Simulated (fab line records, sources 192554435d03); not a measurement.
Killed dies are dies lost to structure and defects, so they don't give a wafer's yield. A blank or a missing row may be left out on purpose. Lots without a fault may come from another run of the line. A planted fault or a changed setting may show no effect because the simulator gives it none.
A struck lot beside a sound one | flow n5_finfet | 15 steps out of a route of 1938
Sound: wafers L100.1, L100.3, L100.6. Struck: wafer L111.1. (L111.2, L111.3 of the same lot were not struck and are left out.) The cause comes at the end.
At each step with rows: each side's tool, then ch and its chambers, then its first start. Under that, the readings that differ: sound wafers | struck wafers | difference of the means | sigmas: that difference in standard deviations of wafers without a fault.
alike: readings whose means differ by less than 2 such deviations, and words and numbers that are the same on both sides. not compared: withheld readings, readings that some wafer has no value for, bounds like >300 that may hide the same value, and numbers for which the record gives no deviation and whose values overlap.
The two part at a step that has a row with sigmas, a row that says differs or no value, or rows on one side only. Numbers that don't overlap but have no deviation are shown without sigmas and don't part them. A reading that every wafer of one side lacks parts them only if that side has two wafers or more.

first, 4 steps without rows for these wafers: N5_MOL_CONTACT_COAG_SOFTBAKE_35 (time 60 s); N5_MOL_CONTACT_COAG_EXPOSE_37 (exposes mask VD, defocus 0 nm); N5_MOL_CONTACT_COAG_PEB_38 (peb time 60 s); N5_MOL_CONTACT_COAG_DEVELOP_39 (develop time 30 s).
N5_MOL_CONTACT_COAG_CD_MEAS_40: target cd 25.1 nm.
  sound on cd_sem-01 ch 0, day 5 03:22; struck on cd_sem-02 ch 0, day 8 01:25
  alike: cd_nm
N5_MOL_CONTACT_COAG_OVL_MEAS_41:
  sound on overlay-01 ch 0, day 5 03:23; struck on overlay-01 ch 0, day 8 01:26
  alike: VD_OVL
N5_MOL_CONTACT_COAG_INSPECT_42: inspects for defects (brightfield).
  sound on defect_inspect-02, day 5 03:27; struck on defect_inspect-01, day 8 01:31
  reading          | sound       | struck | difference | sigmas
  raw_defect_count | 451 336 367 | 121    | -264       | -4
N5_MOL_CONTACT_COAG_DESCUM_45: chemistry O2, time 7 s.
  sound on rie_diel-01 ch 0,2, day 5 03:29; struck on rie_diel-05 ch 1, day 8 01:33
  alike: drypump_motor_current_A, oes_product_au, rf_vpp_V, showerhead_plenum_p_Torr, throttle_valve_pct
  not compared: rf_hours_counter_h
N5_MOL_CONTACT_COAG_ETCH_65: etches underlayer in N2/H2, target depth 13 nm, time 10.4 s.
  sound on rie_diel-01 ch 0,2, day 5 03:31; struck on rie_diel-05 ch 1, day 8 01:35
  alike: drypump_motor_current_A, etch_rf_on_time_s, oes_product_au, rf_vpp_V, showerhead_plenum_p_Torr, throttle_valve_pct
  not compared: rf_hours_counter_h
N5_MOL_CONTACT_COAG_ETCH_66: etches SiARC in CF4, target depth 13 nm, time 21.7 s.
  sound on rie_diel-01 ch 0,2, day 5 03:32; struck on rie_diel-05 ch 1, day 8 01:36
  alike: drypump_motor_current_A, etch_rf_on_time_s, oes_product_au, rf_vpp_V, showerhead_plenum_p_Torr, throttle_valve_pct
  not compared: rf_hours_counter_h
N5_MOL_CONTACT_COAG_ALD_133: deposits SiO2, target thk 5 nm, pulse time 1 s, co reactant pulse time 1 s.
  sound on ald_sin-03 ch 0,3, day 5 03:38; struck on ald_sin-03 ch 2, day 8 01:41
  reading                    | sound             | struck | difference | sigmas
  precursor_pulse_height_rel | 0.977 0.991 1.004 | 1.031  | +0.040     | +2
  alike: heater_power_w
N5_MOL_CONTACT_COAG_ETCHBACK_134: etches SiO2 in CHF3, target depth 10 nm, time 6.7 s.
  sound on rie_diel-03 ch 0,1, day 5 03:49; struck on rie_diel-03 ch 2, day 8 01:52
  alike: drypump_motor_current_A, oes_product_au, rf_vpp_V, showerhead_plenum_p_Torr, throttle_valve_pct
  not compared: rf_hours_counter_h
N5_MOL_CONTACT_COAG_ETCH_67: etches SOC in N2/H2, target depth 60 nm, overetch 21 nm, time 101.2 s.
  sound on rie_diel-03 ch 0,1, day 5 03:51; struck on rie_diel-03 ch 2, day 8 01:53
  reading                                             | sound     | struck | difference | sigmas
  model.SiARC_of_MOL_CONTACT_COAG_COAT_63.thk_nm (nm) | 6 5.6 5.6 | 6.6    | +0.9       |
  alike: drypump_motor_current_A, oes_product_au, rf_vpp_V, showerhead_plenum_p_Torr, throttle_valve_pct
  not compared: rf_hours_counter_h
then, 1 step without rows for these wafers: N5_MOL_CONTACT_COAG_STRIP_68 (strips in N2/H2).
N5_PASSIVATION_PROBE_49:
  the record has rows for the sound wafers here (prober-02, day 12 19:25) and none for the struck ones

WHERE THEY PART
First at N5_MOL_CONTACT_COAG_INSPECT_42; last, within this record, at N5_PASSIVATION_PROBE_49.

WHY: what the simulator had put in
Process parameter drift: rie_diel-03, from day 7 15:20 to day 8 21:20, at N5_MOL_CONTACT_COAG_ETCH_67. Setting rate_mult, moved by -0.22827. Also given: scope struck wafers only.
